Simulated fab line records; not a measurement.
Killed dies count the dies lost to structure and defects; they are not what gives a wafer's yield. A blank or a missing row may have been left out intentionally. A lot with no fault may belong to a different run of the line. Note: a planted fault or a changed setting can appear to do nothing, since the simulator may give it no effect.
Chamber matching -- flow n5Finfet -- uvCure-01 running N5_BEOL_M8_CURE_74: 3 sister chambers
The step cures SiCOH lowk, time 240 s. 5 wafers are shown with their chamber, then 8 later ones without.

== WAFERS PAIRED WITH THEIR CHAMBERS ==
wafer,chamber,wafer_temp_C_max,lampPowerPct (%)
L087.4,2,386.5,52.30
L087.6,2,387.3,52.36
L090.4,0,386.7,52.24
L090.5,0,386.2,52.39
L093.1,1,386.0,52.26

== WAFERS MISSING THEIR CHAMBER ==
wafer,wafer_temp_C_max,lampPowerPct (%)
L093.4,386.8,52.32
L093.6,386.9,52.28
L093.2,386.4,52.42
L093.3,386.5,52.30
L093.5,386.4,52.30
L094.1,386.8,52.29
L094.2,386.9,52.31
L094.5,386.9,52.22

== WHICH CHAMBER EACH WENT THROUGH ==
wafer,from the rows above,in truth
L093.4,can't be placed: 2 or 0 or 1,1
L093.6,can't be placed: 2 or 0 or 1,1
L093.2,can't be placed: 0 or 2 or 1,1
L093.3,can't be placed: 0 or 2 or 1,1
L093.5,can't be placed: 0 or 1 or 2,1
L094.1,can't be placed: 2 or 0 or 1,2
L094.2,can't be placed: 2 or 0 or 1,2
L094.5,can't be placed: 2 or 0 or 1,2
0 of 8 placed correctly. Can't be placed from these rows: 8 (the true chamber is among the candidates in 8). Wrongly placed: 0.
How it was worked out, from the rows above alone: a wafer's distance from a chamber is the root of the sum, over the readings, of the square of ((its reading less the chamber's mean) divided by the reading's scatter). If the next closest chamber is less than 2 further off than the closest, the wafer can't be placed; otherwise it belongs to the closest. Each chamber's mean is taken over the wafers shown for it. The scatter: take each reading less its chamber's mean, square it, sum over the shown wafers, divide by the number of wafers less the number of chambers, and take the root.
